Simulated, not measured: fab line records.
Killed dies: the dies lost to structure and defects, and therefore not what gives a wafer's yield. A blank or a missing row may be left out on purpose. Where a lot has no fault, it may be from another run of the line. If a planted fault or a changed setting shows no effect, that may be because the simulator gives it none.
A lot that was struck, set against a sound lot | flow n5Finfet | 14 steps out of a route of 1938
Sound: wafers L488.2, L488.5, L488.6. Wafers struck: L484.2, L484.3, L484.4. The cause is named last.
Order at every step that has rows: each side's tool, ch and its chambers, its first start. Under that, the readings that differ: sound wafers | struck wafers | difference of the means | sigmas: that difference in standard deviations of wafers without a fault.
alike: a reading whose means differ by less than 2 such deviations, as well as words and numbers matching on both sides. not compared: withheld readings; readings where some wafer has no value; bounds like >300 that might hide an equal value; numbers whose values overlap and for which the record gives no deviation.
A row with sigmas, a row that says differs or no value, or rows on one side alone: a step with any of these is where the two part. Numbers that have no deviation but don't overlap get no sigmas and don't part them. A reading that every wafer of one side lacks parts them only if that side has two wafers or more.

N5_ILD0_THK_MEAS_08:
  sound: filmMetro-01 at day 7 14:54; struck: filmMetro-02 at day 6 20:51
  alike: thkNm
then, 1 step without rows for these wafers: N5_ILD0_PRECLEAN_10 (cleans in NF3:NH3, afs cycles 5, time 20 s, sublimation time 60 s).
N5_ILD0_ALD_15: deposits SiNx, target thk 24 nm, pulse time 1 s, ald cycles 480.
  sound on aldSin-04 ch 1,2, day 7 16:17; struck on aldSin-04 ch 0,1,3, day 6 21:34
  alike: heaterPowerW, precursorPulseHeightRel
N5_ILD0_CMP_12: polishes SiNx, stops on poly-Si, t overpolish 6 s, target thk 17.67 nm.
  sound on cmp-01 ch 1,2, day 7 18:29; struck on cmp-01 ch 0,1,3, day 6 23:46
reading            | sound             | struck            | difference | sigmas
overpolishRunS (s) | 5.979 5.993 5.991 | 6.007 6.003 6.014 | +0.020     | +2
  alike: edgeZonePressureFrac, motorCurrentA, slurryFilterDpKPa, timeToEndpointS
N5_ILD0_THK_MEAS_13:
  sound: filmMetro-01 at day 7 18:47; struck: filmMetro-02 at day 7 00:04
  alike: thkNm
N5_ILD0_INSPECT_06: inspects for defects (darkfield).
  sound: defectInspect-02 at day 7 18:48; struck: defectInspect-02 at day 7 00:05
  alike: rawDefectCount
N5_SDB_HM_DEP_00: deposits SiNx from SiH4/NH3/N2, target thk 40 nm, time 35.3 s.
  sound on pecvd-03 ch 0,2, day 7 18:50; struck on pecvd-03 ch 0,1, day 7 00:07
  alike: heaterPowerW, rfFwdPowerW, showerheadPlenumPTorr, throttleValvePct
then, 5 steps without rows for these wafers: N5_SDB_COAT_03 (time 60 s, resist thk 100 nm); N5_SDB_COAT_04 (time 60 s, resist thk 18 nm); N5_SDB_COAT_05 (resist thk 90 nm); N5_SDB_EBR_07; N5_SDB_SOFTBAKE_06 (time 60 s).
N5_SDB_EXPOSE_08: exposes mask SDB.
  struck on arfiScanner-01, day 7 00:27; sound on arfiScanner-03 ch 0, day 7 19:03
  no value came back on the struck wafers for exposureDoseMJCm2, focusOffsetNm (nm); on the sound wafers exposureDoseMJCm2 reads 49.60 49.62 49.69
  alike: mask
then, 1 step without rows for these wafers: N5_SDB_PEB_09 (peb time 60 s).

WHERE THEY PART
First at N5_ILD0_CMP_12; last, within this record, at N5_SDB_EXPOSE_08.

WHY: what had been put in by the simulator
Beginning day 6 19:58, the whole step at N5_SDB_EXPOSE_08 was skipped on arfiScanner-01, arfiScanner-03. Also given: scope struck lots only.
